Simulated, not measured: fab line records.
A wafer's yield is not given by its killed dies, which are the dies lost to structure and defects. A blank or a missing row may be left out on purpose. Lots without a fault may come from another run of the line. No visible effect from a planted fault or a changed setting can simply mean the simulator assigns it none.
Chamber matching :: flow nand harc :: NHARC_A_STAIRCASE_ETCH_253 on rie diel-08: 4 sister chambers
The step etches the open film in C4F8/O2, target depth 50 nm, time 20.2 s. 14 wafers are shown with their chamber, then 7 later ones without.

WAFERS PAIRED WITH THEIR CHAMBERS
wafer: L077.2
chamber: 0
rf vpp V (V): 896
bias w (W): 1001.0
oes product au (a.u.): 0.974

wafer: L077.4
chamber: 3
rf vpp V (V): 896
bias w (W): 999.9
oes product au (a.u.): 0.956

wafer: L077.5
chamber: 0
rf vpp V (V): 894
bias w (W): 999.2
oes product au (a.u.): 0.980

wafer: L081.1
chamber: 1
rf vpp V (V): 905
bias w (W): 997.2
oes product au (a.u.): 0.985

wafer: L081.5
chamber: 3
rf vpp V (V): 896
bias w (W): 997.2
oes product au (a.u.): 0.969

wafer: L081.6
chamber: 2
rf vpp V (V): 897
bias w (W): 999.5
oes product au (a.u.): 0.993

wafer: L087.4
chamber: 2
rf vpp V (V): 898
bias w (W): 1006.6
oes product au (a.u.): 0.957

wafer: L087.5
chamber: 3
rf vpp V (V): 896
bias w (W): 996.7
oes product au (a.u.): 0.942

wafer: L087.6
chamber: 0
rf vpp V (V): 894
bias w (W): 995.7
oes product au (a.u.): 0.936

wafer: L090.1
chamber: 3
rf vpp V (V): 896
bias w (W): 998.8
oes product au (a.u.): 0.935

wafer: L090.2
chamber: 1
rf vpp V (V): 904
bias w (W): 999.3
oes product au (a.u.): 0.922

wafer: L090.6
chamber: 2
rf vpp V (V): 897
bias w (W): 996.6
oes product au (a.u.): 0.940

wafer: L089.2
chamber: 3
rf vpp V (V): 896
bias w (W): 996.7
oes product au (a.u.): 0.959

wafer: L089.4
chamber: 2
rf vpp V (V): 898
bias w (W): 996.6
oes product au (a.u.): 0.977

SIGNATURES (means of the wafers above)
reading: rf vpp V
chamber 0: 894.67
chamber 1: 904.50
chamber 2: 897.50
chamber 3: 896.00
scatter within a chamber: 0.645

reading: bias w
chamber 0: 998.633
chamber 1: 998.250
chamber 2: 999.825
chamber 3: 997.860
scatter within a chamber: 3.03

reading: oes product au
chamber 0: 0.96333
chamber 1: 0.95350
chamber 2: 0.96675
chamber 3: 0.95220
scatter within a chamber: 0.0234
Rule: for a wafer and a chamber, the distance is found by dividing, reading by reading, the gap between the wafer's reading and the chamber's mean by the reading's scatter, squaring, summing and taking the root. If the next closest chamber is less than 2 further off than the closest, the wafer can't be placed; otherwise it belongs to the closest. How the scatter is found: for the shown wafers, subtract from each reading the mean of its chamber, square and add these, divide the total by (wafers less chambers), then take the root.

WAFERS MISSING THEIR CHAMBER
wafer: L089.6
rf vpp V (V): 895
bias w (W): 1000.3
oes product au (a.u.): 0.970

wafer: L095.2
rf vpp V (V): 895
bias w (W): 1000.2
oes product au (a.u.): 0.954

wafer: L095.5
rf vpp V (V): 896
bias w (W): 999.0
oes product au (a.u.): 0.952

wafer: L095.6
rf vpp V (V): 906
bias w (W): 1002.9
oes product au (a.u.): 0.963

wafer: L097.3
rf vpp V (V): 905
bias w (W): 994.9
oes product au (a.u.): 0.929

wafer: L097.4
rf vpp V (V): 896
bias w (W): 997.4
oes product au (a.u.): 0.918

wafer: L097.6
rf vpp V (V): 904
bias w (W): 996.1
oes product au (a.u.): 0.919

WHICH CHAMBER EACH WENT THROUGH
wafer: L089.6
from the rows above: can't be placed: 0 or 3
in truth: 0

wafer: L095.2
from the rows above: can't be placed: 0 or 3
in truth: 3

wafer: L095.5
from the rows above: can't be placed: 3 or 0
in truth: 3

wafer: L095.6
from the rows above: 1
in truth: 1

wafer: L097.3
from the rows above: 1
in truth: 1

wafer: L097.4
from the rows above: can't be placed: 3 or 0 or 2
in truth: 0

wafer: L097.6
from the rows above: 1
in truth: 1
Placed correctly: 3 of 7. These rows do not allow placing 4 (true chamber among the candidates in 4). Wrongly placed: 0.
